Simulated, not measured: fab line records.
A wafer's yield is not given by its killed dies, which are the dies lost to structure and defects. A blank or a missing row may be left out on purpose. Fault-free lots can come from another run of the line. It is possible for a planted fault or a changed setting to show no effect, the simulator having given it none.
Which tool is to blame?    flow nand_harc    14 lots with 40 wafers sampled at 5 steps, on a route of 1159 steps

## WHAT THE GAUGES READ, wafer by wafer
NHARC_THIN_TSV_CD_MEAS_37.
lot   measured      on         cd_nm (nm)
L576  day 18 20:26  cd_sem-03  4998 5000 4998
L577  day 19 11:14  cd_sem-02  5002 4999 5001
L578  day 19 14:17  cd_sem-02  5005 5005 5001
L579  day 19 12:22  cd_sem-02  5004 5003 5005
L581  day 19 15:33  cd_sem-03  5000 4996 4996
L580  day 20 13:44  cd_sem-02  4996 4999 4997
L583  day 20 06:52  cd_sem-02  5000 5000 5001
L584  day 20 20:56  cd_sem-01  5004 5003 5004
L585  day 20 19:22  cd_sem-01  4998 5001 4998
L586  day 21 11:05  cd_sem-01  5005 5005 5010
L587  day 21 13:05  cd_sem-01  5001 5001 5000
L590  day 21 18:32  cd_sem-03  5005
L591  day 22 21:07  cd_sem-01  5005
L599  day 24 11:42  cd_sem-03  5001 5005 4999

NHARC_END_SORT_01.
lot   measured      on         defect_limited_yield (%)  killed_at_array  killed_at_other  killed_at_periphery  killed_dies  killed_open  killed_short  sort_bin_2_pct (%)  sort_bin_3_pct (%)  sort_bin_4_pct (%)  sort_n_pass  sort_rim_yield_pct (%)  sort_yield_pct (%)
L590  day 22 02:53  prober-02  0 95.9                    12 25            3 2              662 1                677 28       2 3          3 1           97.9 1.6            0.59 0.30           1.5 2.2             0 649        0 97.2                  0 95.9
L591  day 23 04:37  prober-01  96.0 0                    22 23            0 2              5 652                27 677       3 0          2 3           0.9 96.8            0 0                 3.1 3.2             650 0        97.2 0                  96.0 0

## WHICH TOOL RAN EACH LOT (tool, then ch and the chambers of the sampled wafers, then the start)
lot   NHARC_P_BONDPAD_PVD_27        NHARC_A_BONDPAD_DEGAS_25      NHARC_THIN_TSV_DEGAS_53
L576  pvd_sputter-01, day 6 13:40   pvd_sputter-01, day 17 21:11  pvd_sputter-03, day 18 17:51
L577  pvd_sputter-01, day 7 00:52   pvd_sputter-03, day 18 11:19  pvd_sputter-02, day 19 08:35
L578  pvd_sputter-03, day 7 02:04   pvd_sputter-01, day 18 11:58  pvd_sputter-03, day 19 11:33
L579  pvd_sputter-02, day 7 02:22   pvd_sputter-02, day 18 11:01  pvd_sputter-02, day 19 09:50
L581  pvd_sputter-03, day 7 12:56   pvd_sputter-02, day 18 16:25  pvd_sputter-03, day 19 12:58
L580  pvd_sputter-02, day 7 14:06   pvd_sputter-01, day 19 15:48  pvd_sputter-02, day 20 11:01
L583  pvd_sputter-03, day 7 21:28   pvd_sputter-03, day 19 08:18  pvd_sputter-01, day 20 04:05
L584  pvd_sputter-03, day 8 10:31   pvd_sputter-02, day 19 23:11  pvd_sputter-02, day 20 18:19
L585  pvd_sputter-03, day 8 11:31   pvd_sputter-02, day 19 21:50  pvd_sputter-03, day 20 16:50
L586  pvd_sputter-01, day 9 02:14   pvd_sputter-01, day 20 12:46  pvd_sputter-01, day 21 08:24
L587  pvd_sputter-01, day 9 03:37   pvd_sputter-02, day 20 11:53  pvd_sputter-02, day 21 09:46
L590  pvd_sputter-01, day 9 23:15   pvd_sputter-01, day 20 19:40  pvd_sputter-03, day 21 15:41
L591  pvd_sputter-01, day 10 04:17  pvd_sputter-02, day 21 19:00  pvd_sputter-02, day 22 18:32
L599  pvd_sputter-02, day 11 23:04  pvd_sputter-03, day 23 14:01  pvd_sputter-02, day 24 09:07
- NHARC_P_BONDPAD_PVD_27: deposits Cu, target thk 30 nm, time 20.49 s.
- NHARC_A_BONDPAD_DEGAS_25: time 60 s.
- NHARC_THIN_TSV_DEGAS_53: time 60 s.

## WHAT THE TOOLS THEMSELVES READ (means of the sampled wafers that have a number; where no wafer has one, the mark that the record gives instead)
NHARC_P_BONDPAD_PVD_27.
lot   tool            throttle_valve_pct (%)
L576  pvd_sputter-01  30.4
L577  pvd_sputter-01  31.0
L578  pvd_sputter-03  30.1
L579  pvd_sputter-02  29.9
L581  pvd_sputter-03  29.1
L580  pvd_sputter-02  29.5
L583  pvd_sputter-03  29.8
L584  pvd_sputter-03  29.3
L585  pvd_sputter-03  29.9
L586  pvd_sputter-01  30.3
L587  pvd_sputter-01  30.0
L590  pvd_sputter-01  30.1
L591  pvd_sputter-01  30.4
L599  pvd_sputter-02  29.4

NHARC_A_BONDPAD_DEGAS_25.
lot   tool            heater_power_w (W)
L576  pvd_sputter-01  468
L577  pvd_sputter-03  443
L578  pvd_sputter-01  522
L579  pvd_sputter-02  493
L581  pvd_sputter-02  482
L580  pvd_sputter-01  396
L583  pvd_sputter-03  449
L584  pvd_sputter-02  477
L585  pvd_sputter-02  495
L586  pvd_sputter-01  445
L587  pvd_sputter-02  508
L590  pvd_sputter-01  455
L591  pvd_sputter-02  449
L599  pvd_sputter-03  479

NHARC_THIN_TSV_DEGAS_53.
lot   tool            heater_power_w (W)
L576  pvd_sputter-03  480
L577  pvd_sputter-02  474
L578  pvd_sputter-03  428
L579  pvd_sputter-02  500
L581  pvd_sputter-03  459
L580  pvd_sputter-02  531
L583  pvd_sputter-01  514
L584  pvd_sputter-02  439
L585  pvd_sputter-03  465
L586  pvd_sputter-01  422
L587  pvd_sputter-02  431
L590  pvd_sputter-03  480
L591  pvd_sputter-02  380
L599  pvd_sputter-02  451

## THE ANSWER, worked out from the rows above alone
Rule: the lots themselves supply what counts as usual. The widest of any qualifying gaps counts: lots, ordered by their means at a reading, are off when they make up no more than a third of the lots, leave a main group of 4 or more, and stand apart from it by 3 or more times the standard deviation of that group's means. If all means in a main group match to the digits the tables above print for the reading, that group is not used. Also off: a lot with no number at a reading for which 4 or more lots have one. Any other lot the step has rows for is counted as sound. Order of review: gauges by route order, followed by the tools' own readings, for which a lot's mean as printed above is used. At the first step where some lot is off, the reading lying furthest off is the one used; lots without a number count as furthest.
No lot is off at any reading shown: from this, nothing can be told.

## WHAT THE SIMULATOR HAD PUT IN
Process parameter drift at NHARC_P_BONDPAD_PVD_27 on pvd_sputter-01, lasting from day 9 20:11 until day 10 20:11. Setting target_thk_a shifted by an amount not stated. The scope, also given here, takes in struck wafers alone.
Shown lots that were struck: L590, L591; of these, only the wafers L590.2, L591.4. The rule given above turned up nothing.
